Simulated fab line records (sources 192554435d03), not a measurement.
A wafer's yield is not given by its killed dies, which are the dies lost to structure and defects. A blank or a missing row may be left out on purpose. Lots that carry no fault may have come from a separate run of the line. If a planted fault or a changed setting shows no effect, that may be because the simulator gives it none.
fab line records	flow n5_finfet
[record] lots = 24	wafers = 72	last_day = 18
route steps=1938 shown BEOL_M2@923 BEOL_M3@934
lots with no fault: from the same line, run without faults
start_h: the number of hours between the record's first day and the start of the first shown wafer of the lot	wait_h: hours elapsed since this lot's preceding step	" unchanged from the row above	L1.1+2: several wafers, shown together as one row	- value missing, or start not given	* or withheld: withheld	< > ~ a bound
route shown NAME@n: NAME is a module with steps in the file, n the number in the route of the first one	usual: mean/standard deviation of fault-free wafers	same: alike in all rows	chamber/n: place in a boat	sites: readings site by site	_std_site: how widely they spread, as a standard deviation	_edge_site: mean of outer sites minus mean of inner sites	radius_mm: how far each site lies from the wafer's centre	mask NAME#n: copy n	behind: the tool/chamber that last shaped the wafer	hold: the reason the lot was held/the length of the hold in hours/how it ended	device: the n, p or np transistor that did not switch	end of line: tests run on the same wafers once the route is complete	step lacking rows: just its recipe	killed: the dies lost at the first sort to structure and to defects; this is not the yield of the wafer	map: a wafer's dies, x killed, . not, _ none there
set.NAME: the setting that was run; set.NAME@STEP: the one run at that earlier step	model.NAME: the simulator's own value behind a step, which no gauge read
one table for each step of the route and one row for each wafer, over a sample of lots
services: the hour from which a tool's chamber was out of use, counted from the record's first day as start_h (under 0 if before that day), plus the number of hours and why
[[steps]]
[step N5_BEOL_M2_CMP_52]
[recipe] stop_on = SiOC	t_overpolish_s = 6.8	down_force_psi = 1	platen_rpm = 50	clearing_platen_down_force_psi = 1.5	clearing_platen_rpm = 50	post_cmp_clean = cu_alkaline	target_thk_nm = 40	clearing_platen_pad_velocity_m_s = 0.99484	pad_velocity_m_s = 0.99484
[usual] barrier_field_endpoint_s = 24.3/0.62	motor_current_A = 5.8/0.72	overpolish_run_s = 6.800/0.0095	time_to_endpoint_s = 60.9/2.8
lot.wafer	tool	chamber	start_h	wait_h	barrier_field_endpoint_s	motor_current_A	overpolish_run_s	time_to_endpoint_s
L074.2	cmp-03	1	137.79	0.2	24.0	7.0	6.808	57.7
L074.4	"	3	"	"	25.2	5.3	6.805	67.6
L074.3	"	0	"	"	24.0	4.9	6.794	65.0
L075.4	cmp-02	3	149.59	0.2	23.6	6.7	6.775	57.4
L075.1	"	0	"	"	23.7	5.9	6.797	56.9
L075.6	"	1	"	"	24.0	5.1	6.802	60.4
L077.2	cmp-02	3	153.12	0.2	24.2	6.9	6.798	60.2
L077.4	"	0	"	"	24.1	6.0	6.793	60.7
L077.5	"	0	"	"	24.7	6.2	6.793	60.5
L076.2	cmp-04	3	156.37	0.2	24.5	5.8	6.817	62.1
L076.3	"	1	"	"	24.2	6.1	6.806	60.9
L076.5	"	3	"	"	24.2	6.2	6.791	58.1
L078.2	cmp-04	0	171.82	0.2	24.2	5.8	6.792	59.3
L078.6	"	0	"	"	24.1	6.3	6.807	57.4
L078.5	"	1	"	"	23.8	6.0	6.813	57.7
L079.4	cmp-03	2	174.65	0.2	24.2	6.3	6.809	58.8
L079.2	"	3	"	"	24.5	5.3	6.811	62.4
L079.6	"	0	"	"	24.8	5.2	6.806	62.2
L081.3	cmp-02	0	189.59	0.2	23.7	5.9	6.815	57.1
L081.5	"	0	"	"	24.0	6.2	6.804	57.9
L081.6	"	1	"	"	24.2	5.1	6.812	61.6
L082.3	cmp-02	0	196.08	0.3	23.8	6.0	6.783	60.6
L082.1	"	1	"	"	24.1	5.1	6.791	61.6
L082.2	"	2	"	"	24.0	5.0	6.809	65.8
L080.4	cmp-02	3	196.42	0.3	24.2	7.0	6.796	57.7
L080.6	"	0	"	"	24.3	6.3	6.800	57.4
L080.5	"	1	"	"	24.7	5.1	6.807	60.4
L083.4	cmp-04	2	202.41	0.1	25.1	5.5	6.795	62.4
L083.3	"	3	"	"	24.2	6.0	6.802	60.5
L083.1	"	1	"	"	24.5	6.1	6.794	62.6
L084.4	cmp-02	1	205.44	0.2	23.9	4.9	6.797	59.4
L084.3	"	2	"	"	23.6	5.1	6.812	59.1
L084.6	"	0	"	"	23.6	6.0	6.812	56.0
L085.2	cmp-03	1	206.91	0.2	24.3	7.0	6.783	59.5
L085.4	"	3	"	"	26.2	5.3	6.810	67.7
L085.6	"	1	"	"	24.0	6.8	6.795	58.9
L086.1	cmp-02	1	211.16	0.3	23.4	5.1	6.813	61.0
L086.4	"	2	"	"	23.8	5.2	6.804	59.1
L086.2	"	3	"	"	23.7	7.2	6.790	59.8
L087.1	cmp-03	3	217.95	0.3	25.0	5.0	6.811	67.0
L087.3	"	0	"	"	25.1	5.0	6.798	64.9
L087.6	"	3	"	"	25.6	5.3	6.792	68.4
L088.2	cmp-03	1	222.13	0.2	24.2	7.0	6.811	59.2
L088.3	"	3	"	"	24.8	5.4	6.789	64.3
L088.6	"	1	"	"	24.1	7.1	6.802	57.7
L089.1	cmp-02	3	229.08	0.3	23.5	6.6	6.791	58.2
L089.2	"	0	"	"	24.7	5.9	6.803	61.3
L089.3	"	2	"	"	24.9	5.2	6.811	62.7
L090.3	cmp-02	3	240.45	0.2	23.8	7.1	6.808	58.0
L090.2	"	1	"	"	25.3	5.1	6.792	63.1
L090.1	"	2	"	"	24.8	5.6	6.795	64.8
L092.4	cmp-02	1	247.13	0.3	24.8	4.9	6.794	61.8
L092.5	"	2	"	"	25.4	5.2	6.800	62.2
L092.6	"	3	"	"	25.1	6.8	6.785	57.8
L091.1	cmp-02	1	255.74	0.3	25.2	5.0	6.788	63.1
L091.2	"	0	"	"	24.9	5.8	6.805	61.7
L091.6	"	2	"	"	25.5	5.1	6.810	64.5
L093.1	cmp-04	0	257.28	0.3	24.5	6.2	6.799	58.3
L093.5	"	3	"	"	23.5	5.9	6.797	58.7
L093.6	"	0	"	"	24.5	6.1	6.815	62.1
L094.3	cmp-02	1	266.07	0.2	25.4	4.9	6.808	62.4
L094.4	"	3	"	"	25.0	7.0	6.810	61.9
L094.6	"	1	"	"	24.9	5.1	6.805	61.3
L095.2	cmp-03	0	280.15	0.3	23.5	4.7	6.788	62.0
L095.3	"	1	"	"	23.0	6.8	6.788	59.5
L095.6	"	2	"	"	23.9	6.4	6.792	61.6
L096.4	cmp-03	2	282.13	0.1	24.2	6.2	6.804	61.3
L096.1	"	0	"	"	23.8	4.9	6.803	61.6
L096.6	"	2	"	"	23.3	6.4	6.806	60.2
L097.4	cmp-02	0	291.53	0.1	24.0	5.8	6.803	61.4
L097.1	"	1	"	"	24.2	5.2	6.787	60.5
L097.2	"	2	"	"	23.5	5.1	6.794	60.4
[step N5_BEOL_M2_RS_MEAS_58]
[recipe] thk_meas_gauge = four-point-probe	reads = Co_of_BEOL_M2_CO_CAP_55+Cu_of_BEOL_M2_ECD_50+Co_of_BEOL_M2_CVD_47+TaN_of_BEOL_M2_ALD_84
[usual] M2_RS = 0.68/0.032
lot.wafer	tool	chamber	start_h	wait_h	M2_RS[ohm/sq]
L074.2	film_metro-01	-	138.35	0.1	0.77
L074.3	"	-	"	"	0.61
L074.4	"	-	"	"	0.63
L075.1	film_metro-02	-	150.07	0.0	0.72
L075.4	"	-	"	"	0.75
L075.6	"	-	"	"	0.69
L077.2	film_metro-02	-	153.68	0.1	0.69
L077.4	"	-	"	"	0.60
L077.5	"	-	"	"	0.62
L076.2	film_metro-02	-	156.89	0.1	0.72
L076.3	"	-	"	"	0.69
L076.5	"	-	"	"	0.62
L078.2	film_metro-02	-	172.41	0.1	0.70
L078.5	"	-	"	"	0.68
L078.6	"	-	"	"	0.68
L079.2	film_metro-01	-	175.13	0.1	0.64
L079.4	"	-	"	"	0.70
L079.6	"	-	"	"	0.68
L081.3	film_metro-02	-	190.15	0.1	0.70
L081.5	"	-	"	"	0.70
L081.6	"	-	"	"	0.65
L082.1	film_metro-02	-	196.63	0.0	0.71
L082.2	"	-	"	"	0.67
L082.3	"	-	"	"	0.69
L080.4	film_metro-02	-	196.86	0.0	0.70
L080.5	"	-	"	"	0.73
L080.6	"	-	"	"	0.68
L083.1	film_metro-02	-	203.19	0.0	0.69
L083.3	"	-	"	"	0.66
L083.4	"	-	"	"	0.70
L084.3	film_metro-01	-	205.96	0.1	0.65
L084.4	"	-	"	"	0.66
L084.6	"	-	"	"	0.73
L085.2	film_metro-02	-	207.43	0.1	0.68
L085.4	"	-	"	"	0.61
L085.6	"	-	"	"	0.69
L086.1	film_metro-02	-	211.71	0.1	0.71
L086.2	"	-	"	"	0.69
L086.4	"	-	"	"	0.69
L087.1	film_metro-01	-	218.52	0.1	0.67
L087.3	"	-	"	"	0.69
L087.6	"	-	"	"	0.65
L088.2	film_metro-02	-	222.68	0.1	0.65
L088.3	"	-	"	"	0.62
L088.6	"	-	"	"	0.73
L089.1	film_metro-02	-	229.64	0.0	0.70
L089.2	"	-	"	"	0.71
L089.3	"	-	"	"	0.69
L090.1	film_metro-02	-	241.00	0.0	0.69
L090.2	"	-	"	"	0.72
L090.3	"	-	"	"	0.70
L092.4	film_metro-02	-	247.57	0.0	0.62
L092.5	"	-	"	"	0.65
L092.6	"	-	"	"	0.65
L091.1	film_metro-02	-	256.29	0.0	0.68
L091.2	"	-	"	"	0.66
L091.6	"	-	"	"	0.64
L093.1	film_metro-01	-	257.79	0.0	0.70
L093.5	"	-	"	"	0.71
L093.6	"	-	"	"	0.66
L094.3	film_metro-01	-	266.63	0.1	0.67
L094.4	"	-	"	"	0.67
L094.6	"	-	"	"	0.68
L095.2	film_metro-02	-	280.63	0.1	0.68
L095.3	"	-	"	"	0.72
L095.6	"	-	"	"	0.67
L096.1	film_metro-01	-	282.83	0.0	0.70
L096.4	"	-	"	"	0.69
L096.6	"	-	"	"	0.70
L097.1	film_metro-01	-	292.08	0.0	0.64
L097.2	"	-	"	"	0.68
L097.4	"	-	"	"	0.72
[step N5_BEOL_M3_HM_DEP_02]
[recipe] material = TiN	target_thk_a = 200	temp_c = 25	chamber_pressure_pa = 0.49996
[usual] throttle_valve_pct = 30.4/1
lot.wafer	tool	chamber	start_h	wait_h	throttle_valve_pct
L074.2	pvd_sputter-01	-	139.36	0.8	31.1
L074.3	"	-	"	"	29.8
L074.4	"	-	"	"	28.6
L075.1	pvd_sputter-01	-	150.58	0.3	28.2
L075.4	"	-	"	"	31.2
L075.6	"	-	"	"	31.6
L077.2	pvd_sputter-02	-	154.05	0.2	32.1
L077.4	"	-	"	"	32.4
L077.5	"	-	"	"	30.2
L076.2	pvd_sputter-02	-	157.69	0.6	31.9
L076.3	"	-	"	"	30.0
L076.5	"	-	"	"	30.5
L078.2	pvd_sputter-03	-	174.33	1.7	30.9
L078.5	"	-	"	"	29.2
L078.6	"	-	"	"	29.6
L079.2	pvd_sputter-01	-	177.36	2.0	31.9
L079.4	"	-	"	"	30.1
L079.6	"	-	"	"	28.3
L081.3	pvd_sputter-01	-	191.62	1.3	31.2
L081.5	"	-	"	"	29.8
L081.6	"	-	"	"	31.2
L082.1	pvd_sputter-01	-	197.90	1.1	28.4
L082.2	"	-	"	"	31.1
L082.3	"	-	"	"	29.6
L080.4	pvd_sputter-01	-	198.00	0.9	30.9
L080.5	"	-	"	"	28.6
L080.6	"	-	"	"	30.0
L083.1	pvd_sputter-02	-	204.82	1.4	32.1
L083.3	"	-	"	"	30.2
L083.4	"	-	"	"	30.0
L084.3	pvd_sputter-01	-	207.42	1.3	29.8
L084.4	"	-	"	"	31.3
L084.6	"	-	"	"	31.2
L085.2	pvd_sputter-03	-	208.09	0.5	30.5
L085.4	"	-	"	"	30.8
L085.6	"	-	"	"	31.0
L086.1	pvd_sputter-01	-	212.53	0.6	31.2
L086.2	"	-	"	"	28.5
L086.4	"	-	"	"	30.0
L087.1	pvd_sputter-02	-	219.30	0.6	29.8
L087.3	"	-	"	"	30.2
L087.6	"	-	"	"	30.0
L088.2	pvd_sputter-02	-	223.32	0.5	32.1
L088.3	"	-	"	"	29.9
L088.6	"	-	"	"	30.1
L089.1	pvd_sputter-02	-	230.69	0.9	29.9
L089.2	"	-	"	"	31.9
L089.3	"	-	"	"	30.1
L090.1	pvd_sputter-03	-	243.16	2.0	29.2
L090.2	"	-	"	"	30.8
L090.3	"	-	"	"	29.6
L092.4	pvd_sputter-02	-	251.75	4.0	32.0
L092.5	"	-	"	"	32.0
L092.6	"	-	"	"	30.6
L091.1	pvd_sputter-03	-	257.16	0.7	30.6
L091.2	"	-	"	"	29.5
L091.6	"	-	"	"	31.0
L093.1	pvd_sputter-01	-	258.45	0.4	31.7
L093.5	"	-	"	"	30.0
L093.6	"	-	"	"	28.6
L094.3	pvd_sputter-02	-	267.38	0.6	29.7
L094.4	"	-	"	"	30.0
L094.6	"	-	"	"	29.7
L095.2	pvd_sputter-03	-	282.16	1.3	29.3
L095.3	"	-	"	"	31.0
L095.6	"	-	"	"	30.5
L096.1	pvd_sputter-03	-	285.08	2.1	30.9
L096.4	"	-	"	"	30.8
L096.6	"	-	"	"	31.0
L097.1	pvd_sputter-03	-	292.95	0.7	30.6
L097.2	"	-	"	"	29.4
L097.4	"	-	"	"	31.2
[step N5_BEOL_M3_INSPECT_13]
[recipe] mode = adi	inspect_instrument = brightfield
[usual] raw_defect_count = 427/110
lot.wafer	tool	chamber	start_h	wait_h	raw_defect_count
L074.2	defect_inspect-01	-	139.96	0.0	304
L074.3	"	-	"	"	340
L074.4	"	-	"	"	280
L075.1	defect_inspect-02	-	151.06	0.1	358
L075.4	"	-	"	"	381
L075.6	"	-	"	"	268
L077.2	defect_inspect-02	-	154.53	0.0	344
L077.4	"	-	"	"	448
L077.5	"	-	"	"	376
L076.2	defect_inspect-02	-	158.17	0.0	555
L076.3	"	-	"	"	553
L076.5	"	-	"	"	321
L078.2	defect_inspect-02	-	174.93	0.0	276
L078.5	"	-	"	"	317
L078.6	"	-	"	"	277
L079.2	defect_inspect-02	-	177.96	0.0	479
L079.4	"	-	"	"	482
L079.6	"	-	"	"	357
L081.3	defect_inspect-01	-	192.23	0.0	488
L081.5	"	-	"	"	428
L081.6	"	-	"	"	666
L082.1	defect_inspect-01	-	198.51	0.1	323
L082.2	"	-	"	"	385
L082.3	"	-	"	"	406
L080.4	defect_inspect-01	-	198.67	0.0	305
L080.5	"	-	"	"	335
L080.6	"	-	"	"	292
L083.1	defect_inspect-01	-	205.29	0.1	379
L083.3	"	-	"	"	479
L083.4	"	-	"	"	518
L084.3	defect_inspect-01	-	207.90	0.0	617
L084.4	"	-	"	"	468
L084.6	"	-	"	"	430
L085.2	defect_inspect-02	-	208.57	0.0	482
L085.4	"	-	"	"	796
L085.6	"	-	"	"	355
L086.1	defect_inspect-01	-	213.01	0.1	347
L086.2	"	-	"	"	449
L086.4	"	-	"	"	438
L087.1	defect_inspect-01	-	219.78	0.1	369
L087.3	"	-	"	"	334
L087.6	"	-	"	"	357
L088.2	defect_inspect-02	-	223.80	0.0	536
L088.3	"	-	"	"	435
L088.6	"	-	"	"	364
L089.1	defect_inspect-01	-	231.17	0.1	565
L089.2	"	-	"	"	673
L089.3	"	-	"	"	662
L090.1	defect_inspect-01	-	243.79	0.1	589
L090.2	"	-	"	"	277
L090.3	"	-	"	"	332
L092.4	defect_inspect-01	-	252.23	0.0	363
L092.5	"	-	"	"	347
L092.6	"	-	"	"	433
L091.1	defect_inspect-02	-	257.67	0.1	377
L091.2	"	-	"	"	378
L091.6	"	-	"	"	436
L093.1	defect_inspect-02	-	259.05	0.1	428
L093.5	"	-	"	"	277
L093.6	"	-	"	"	404
L094.3	defect_inspect-01	-	267.99	0.0	352
L094.4	"	-	"	"	387
L094.6	"	-	"	"	457
L095.2	defect_inspect-01	-	282.76	0.0	433
L095.3	"	-	"	"	403
L095.6	"	-	"	"	460
L096.1	defect_inspect-01	-	285.56	0.1	529
L096.4	"	-	"	"	547
L096.6	"	-	"	"	528
L097.1	defect_inspect-02	-	293.55	0.1	634
L097.2	"	-	"	"	698
L097.4	"	-	"	"	700
[step N5_BEOL_M3_CD_MEAS_18]
[recipe] pitch_nm = 36	target_cd_nm = 18
[usual] cd_nm = 18.0/0.33
lot.wafer	tool	chamber	start_h	wait_h	cd_nm
L074.2	cd_sem-03	-	140.43	0.1	18.1
L074.3	"	-	"	"	18.0
L074.4	"	-	"	"	18.0
L075.1	cd_sem-03	-	151.54	0.1	17.6
L075.4	"	-	"	"	18.4
L075.6	"	-	"	"	18.1
L077.2	cd_sem-02	-	155.02	0.1	17.8
L077.4	"	-	"	"	18.0
L077.5	"	-	"	"	17.7
L076.2	cd_sem-01	-	158.81	0.1	18.3
L076.3	"	-	"	"	18.1
L076.5	"	-	"	"	18.5
L078.2	cd_sem-03	-	176.08	0.1	17.6
L078.5	"	-	"	"	18.0
L078.6	"	-	"	"	17.7
L079.2	cd_sem-01	-	179.15	0.1	17.8
L079.4	"	-	"	"	17.8
L079.6	"	-	"	"	17.9
L081.3	cd_sem-01	-	192.70	0.1	18.1
L081.5	"	-	"	"	17.9
L081.6	"	-	"	"	18.4
L082.1	cd_sem-02	-	198.97	0.0	17.7
L082.2	"	-	"	"	18.1
L082.3	"	-	"	"	18.2
L080.4	cd_sem-03	-	199.14	0.1	18.1
L080.5	"	-	"	"	18.4
L080.6	"	-	"	"	17.1
L083.1	cd_sem-02	-	206.15	0.0	18.2
L083.3	"	-	"	"	17.9
L083.4	"	-	"	"	17.3
L084.3	cd_sem-01	-	208.64	0.1	18.3
L084.4	"	-	"	"	18.2
L084.6	"	-	"	"	18.1
L085.2	cd_sem-03	-	209.03	0.1	17.9
L085.4	"	-	"	"	17.8
L085.6	"	-	"	"	18.0
L086.1	cd_sem-03	-	213.57	0.0	18.3
L086.2	"	-	"	"	18.5
L086.4	"	-	"	"	17.8
L087.1	cd_sem-01	-	220.24	0.0	18.3
L087.3	"	-	"	"	17.6
L087.6	"	-	"	"	17.6
L088.2	cd_sem-01	-	224.26	0.1	18.4
L088.3	"	-	"	"	18.0
L088.6	"	-	"	"	17.8
L089.1	cd_sem-02	-	231.63	0.0	17.6
L089.2	"	-	"	"	18.0
L089.3	"	-	"	"	18.1
L090.1	cd_sem-03	-	244.62	0.0	17.8
L090.2	"	-	"	"	18.1
L090.3	"	-	"	"	18.0
L092.4	cd_sem-03	-	252.69	0.1	18.5
L092.5	"	-	"	"	18.5
L092.6	"	-	"	"	18.2
L091.1	cd_sem-02	-	258.15	0.0	17.8
L091.2	"	-	"	"	18.2
L091.6	"	-	"	"	17.4
L093.1	cd_sem-02	-	259.51	0.0	18.4
L093.5	"	-	"	"	18.3
L093.6	"	-	"	"	18.5
L094.3	cd_sem-02	-	268.65	0.1	17.7
L094.4	"	-	"	"	17.9
L094.6	"	-	"	"	18.0
L095.2	cd_sem-01	-	283.28	0.1	17.9
L095.3	"	-	"	"	17.8
L095.6	"	-	"	"	17.8
L096.1	cd_sem-01	-	286.05	0.0	18.3
L096.4	"	-	"	"	18.1
L096.6	"	-	"	"	18.0
L097.1	cd_sem-03	-	294.05	0.0	18.2
L097.2	"	-	"	"	18.1
L097.4	"	-	"	"	18.1
[step N5_BEOL_M3_SURFACE_TREAT_85]
[recipe] gas = Ar	time_s = *	ion_energy_ev = *	ion_current_ma_cm2 = 0.5	pressure_mtorr = *	ar_flow_sccm = 30
[usual] throttle_valve_pct = *
[same] time_s = *
lot.wafer	tool	chamber	start_h	wait_h	throttle_valve_pct
L074.2	pvd_sputter-02	-	150.47	0.2	*
L074.3	"	-	"	"	*
L074.4	"	-	"	"	*
L075.1	pvd_sputter-02	-	153.71	0.1	*
L075.4	"	-	"	"	*
L075.6	"	-	"	"	*
L077.2	pvd_sputter-01	-	166.92	0.2	*
L077.4	"	-	"	"	*
L077.5	"	-	"	"	*
L076.2	pvd_sputter-03	-	166.95	0.2	*
L076.3	"	-	"	"	*
L076.5	"	-	"	"	*
L078.2	pvd_sputter-01	-	184.10	0.1	*
L078.5	"	-	"	"	*
L078.6	"	-	"	"	*
L079.2	pvd_sputter-01	-	187.05	0.2	*
L079.4	"	-	"	"	*
L079.6	"	-	"	"	*
L081.3	pvd_sputter-03	-	197.03	0.5	*
L081.5	"	-	"	"	*
L081.6	"	-	"	"	*
L082.1	pvd_sputter-02	-	202.40	0.2	*
L082.2	"	-	"	"	*
L082.3	"	-	"	"	*
L080.4	pvd_sputter-02	-	202.56	0.2	*
L080.5	"	-	"	"	*
L080.6	"	-	"	"	*
L083.1	pvd_sputter-03	-	215.56	0.3	*
L083.3	"	-	"	"	*
L083.4	"	-	"	"	*
L086.1	pvd_sputter-02	-	221.18	0.6	*
L086.2	"	-	"	"	*
L086.4	"	-	"	"	*
L084.3	pvd_sputter-02	-	223.02	0.2	*
L084.4	"	-	"	"	*
L084.6	"	-	"	"	*
L085.2	pvd_sputter-02	-	223.16	0.2	*
L085.4	"	-	"	"	*
L085.6	"	-	"	"	*
L088.2	pvd_sputter-02	-	230.79	0.2	*
L088.3	"	-	"	"	*
L088.6	"	-	"	"	*
L087.1	pvd_sputter-01	-	231.63	0.7	*
L087.3	"	-	"	"	*
L087.6	"	-	"	"	*
L089.1	pvd_sputter-03	-	240.82	0.4	*
L089.2	"	-	"	"	*
L089.3	"	-	"	"	*
L090.1	pvd_sputter-03	-	248.02	0.4	*
L090.2	"	-	"	"	*
L090.3	"	-	"	"	*
L092.4	pvd_sputter-02	-	258.24	0.4	*
L092.5	"	-	"	"	*
L092.6	"	-	"	"	*
L091.1	pvd_sputter-03	-	264.97	0.2	*
L091.2	"	-	"	"	*
L091.6	"	-	"	"	*
L093.1	pvd_sputter-01	-	270.79	0.1	*
L093.5	"	-	"	"	*
L093.6	"	-	"	"	*
L094.3	pvd_sputter-01	-	274.87	0.2	*
L094.4	"	-	"	"	*
L094.6	"	-	"	"	*
L095.2	pvd_sputter-02	-	286.39	0.2	*
L095.3	"	-	"	"	*
L095.6	"	-	"	"	*
L096.1	pvd_sputter-03	-	289.29	0.1	*
L096.4	"	-	"	"	*
L096.6	"	-	"	"	*
L097.1	pvd_sputter-03	-	302.54	0.3	*
L097.2	"	-	"	"	*
L097.4	"	-	"	"	*
[[services]]
tool	chamber	start_h	hours	kind
cmp-04	-	121.33	0.2	repair
cmp-02	-	124.58	4.0	pm
cmp-02	-	128.58	-	consumable_replace:conditioner
cmp-02	-	128.58	-	consumable_replace:pad
cmp-03	-	138.26	2.5	repair
cmp-02	-	156.86	4.1	repair
cmp-02	-	173.70	1.1	repair
cmp-03	-	176.83	0.3	repair
cmp-03	-	177.29	0.4	repair
cmp-04	-	193.84	4.0	pm
cmp-04	-	197.84	-	consumable_replace:conditioner
cmp-04	-	197.84	-	consumable_replace:pad
cmp-04	-	210.32	21.3	pm
cmp-02	-	223.08	0.3	repair
cmp-04	-	249.41	4.6	pm
pvd_sputter-01	-	260.51	3.0	repair
cmp-04	-	293.47	3.0	repair
cmp-04	-	297.69	3.6	repair
[[key]]
fault none
